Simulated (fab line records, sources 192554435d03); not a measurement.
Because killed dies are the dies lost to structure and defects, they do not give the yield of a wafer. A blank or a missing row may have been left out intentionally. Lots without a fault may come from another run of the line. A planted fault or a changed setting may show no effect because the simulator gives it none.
Lot-split experiment + flow n5-finfet + 39 wafers read across 7 lots, on a route 1938 steps long

## ON THE SPLIT
At N5_MOL_CONTACT_COAG_ETCHBACK_135 (etches SiO2 in CHF3, target depth 25 nm, time 16.7 s), the setting time-s was moved away from the recipe's 16.7 s on 12 of the 39 wafers read, by -56.6% to +53.8%. For the rest of the wafers, this setting stayed at what the recipe calls for.

## FROM THE SPLIT ON TO THE READING: in between, the file shows 1 step
- N5_MOL_CONTACT_COAG_STRIP_118: strips in CHF3

## THE READING
SOC_of_MOL_CONTACT_COAG_COAT_75.thk-nm (the simulator's own value, which no gauge read), in nm, at N5_MOL_CONTACT_COAG_VIA_ETCH_46 (etches SiO2 in C4F6/O2, target depth 46 nm, overetch 9.2 nm, time 40 s). There is no usual value for it anywhere in the file. Across the 27 wafers here that went through the recipe, the average is 50.9 nm and the standard deviation 0.24 nm.

| wafer  | tool, chamber at the split | time-s as run, s | against the recipe | SOC_of_MOL_CONTACT_COAG_COAT_75.thk-nm, nm | against lot-mates on the recipe |
|--------|----------------------------|------------------|--------------------|--------------------------------------------|---------------------------------|
| L082.1 | rie-diel-05, 3,1           | 12.35            | -26.0%             | 51.4                                       | +0.8                            |
| L082.6 | rie-diel-05, 3,1           | 12.35            | -26.0%             | 51.4                                       | +0.8                            |
| L082.2 | rie-diel-05, 0             | 16.7             | recipe             | 50.4                                       | -                               |
| L082.3 | rie-diel-05, 1             | 12.35            | -26.0%             | 51.8                                       | +1.2                            |
| L082.4 | rie-diel-05, 0             | 16.7             | recipe             | 50.6                                       | -                               |
| L082.5 | rie-diel-05, 3             | 16.7             | recipe             | 50.8                                       | -                               |
| L084.1 | rie-diel-04, 3,2,2         | 16.7             | recipe             | 51                                         | -                               |
| L084.2 | rie-diel-04, 3,2,2         | 16.7             | recipe             | 51.2                                       | -                               |
| L084.3 | rie-diel-04, 1,1,3         | 16.7             | recipe             | 51.2                                       | -                               |
| L084.4 | rie-diel-04, 1,1,3         | 16.7             | recipe             | 51.2                                       | -                               |
| L084.5 | rie-diel-04, 1,1,3         | 16.7             | recipe             | 51.2                                       | -                               |
| L084.6 | rie-diel-04, 3,2,2         | 16.7             | recipe             | 51.2                                       | -                               |
| L085.1 | rie-diel-05, 0,2,2         | 16.7             | recipe             | 50.8                                       | -                               |
| L085.4 | rie-diel-05, 0,2,2         | 16.7             | recipe             | 50.8                                       | -                               |
| L085.2 | rie-diel-05, 3             | 16.7             | recipe             | 51                                         | -                               |
| L085.3 | rie-diel-05, 0,2,2         | 16.7             | recipe             | 51                                         | -                               |
| L085.6 | rie-diel-05, 3             | 16.7             | recipe             | 51                                         | -                               |
| L085.5 | rie-diel-05, 0             | 16.7             | recipe             | 50.6                                       | -                               |
| L087.1 | rie-diel-04, 3,0           | 16.7             | recipe             | 51                                         | -                               |
| L087.2 | rie-diel-04, 0             | 16.7             | recipe             | 50.4                                       | -                               |
| L087.3 | rie-diel-04, 2,1           | 25.68            | +53.8%             | 49.8                                       | -0.9                            |
| L087.4 | rie-diel-04, 2,1           | 25.68            | +53.8%             | 49.6                                       | -1.1                            |
| L087.5 | rie-diel-04, 3,0           | 16.7             | recipe             | 50.6                                       | -                               |
| L087.6 | rie-diel-04, 1             | 25.68            | +53.8%             | 49.2                                       | -1.5                            |
| L088.3 | rie-diel-04, 1,3           | 16.7             | recipe             | 50.8                                       | -                               |
| L088.5 | rie-diel-04, 2             | 16.7             | recipe             | 50.6                                       | -                               |
| L088.6 | rie-diel-04, 1,3           | 16.7             | recipe             | 50.6                                       | -                               |
| L091.1 | rie-diel-02, 2,1           | 16.7             | recipe             | 50.6                                       | -                               |
| L091.2 | rie-diel-02, 3             | 16.7             | recipe             | 51                                         | -                               |
| L091.3 | rie-diel-02, 1,0           | 7.78             | -53.4%             | 52                                         | +1.2                            |
| L091.4 | rie-diel-02, 1,0           | 7.78             | -53.4%             | 52.2                                       | +1.4                            |
| L091.5 | rie-diel-02, 0             | 7.78             | -53.4%             | 52.4                                       | +1.6                            |
| L091.6 | rie-diel-02, 2,1           | 16.7             | recipe             | 50.8                                       | -                               |
| L093.1 | rie-diel-02, 0,1           | 7.241            | -56.6%             | 52.4                                       | +1.5                            |
| L093.4 | rie-diel-02, 0,1           | 7.241            | -56.6%             | 52.4                                       | +1.5                            |
| L093.2 | rie-diel-02, 3             | 16.7             | recipe             | 51                                         | -                               |
| L093.3 | rie-diel-02, 2             | 16.7             | recipe             | 50.8                                       | -                               |
| L093.6 | rie-diel-02, 0             | 16.7             | recipe             | 50.8                                       | -                               |
| L093.5 | rie-diel-02, 3             | 7.241            | -56.6%             | 52.2                                       | +1.3                            |
Rows listing several chambers each stand for several wafers; the file does not say which wafer went through which chamber.

THE FIT
A straight line over all 39 wafers: SOC_of_MOL_CONTACT_COAG_COAT_75.thk-nm changes by -0.0253 nm for each +1% of time-s; r = -0.95; the points scatter about the line by 0.23 nm.
The same after taking each lot's own level away (the mean of its wafers on the recipe; 39 wafers): -0.0248 nm for each +1%; r = -0.96; scatter 0.19 nm.
That fit puts the effect of the largest move of time-s on the reading at 1.4 nm.
The span of the lots' own levels, 50.60 to 51.17 nm, comes to 2.4 times the standard deviation stated above.
The two slopes agree, so the slope changes little with the lot-to-lot level.
Check: for one of the wafers moved furthest among these (-56.6%), held out of the fit, the line's prediction against its lot-mates is +1.44 nm. Against them it came out at +1.53 nm.

## OTHER SPLITS ON THESE WAFERS
These wafers also went through other splits before the reading. Each is held against what the fit with the lots' levels taken away leaves over:
| other split on the same wafers        | wafers away from the commonest value | r with SOC_of_MOL_CONTACT_COAG_COAT_75.thk-nm (lot level and that fit taken away) |
|---------------------------------------|--------------------------------------|-----------------------------------------------------------------------------------|
| N5_STI_FIN_REVEAL_ALD_00 target-thk-a | 15                                   | -0.15                                                                             |
| N5_SD_EPI_P_ETCH_16 target-depth-a    | 12                                   | -0.06                                                                             |
| N5_SDB_ALD_29 ald-cycles              | 12                                   | -0.17                                                                             |

## THE WHOLE CHAIN: every reading that the file lists as answering this split, in the file's order
| step                             | what it does                                                           | reading                                                                                 | change (the file's fit)                | r (the file's) |
|----------------------------------|------------------------------------------------------------------------|-----------------------------------------------------------------------------------------|----------------------------------------|----------------|
| N5_MOL_CONTACT_COAG_ETCHBACK_135 | etches SiO2 in CHF3, target depth 25 nm, time 16.7 s                   | SOC_of_MOL_CONTACT_COAG_COAT_75.thk-nm (the simulator's own value, which no gauge read) | -0.026 nm for each +1% of the setting  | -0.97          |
| N5_MOL_CONTACT_COAG_VIA_ETCH_46  | etches SiO2 in C4F6/O2, target depth 46 nm, overetch 9.2 nm, time 40 s | SOC_of_MOL_CONTACT_COAG_COAT_75.thk-nm (the simulator's own value, which no gauge read) | -0.0252 nm for each +1% of the setting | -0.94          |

## FILE'S OWN FIT
SOC_of_MOL_CONTACT_COAG_COAT_75.thk-nm changes by -0.0252 nm for each +1% of time-s, r = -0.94.
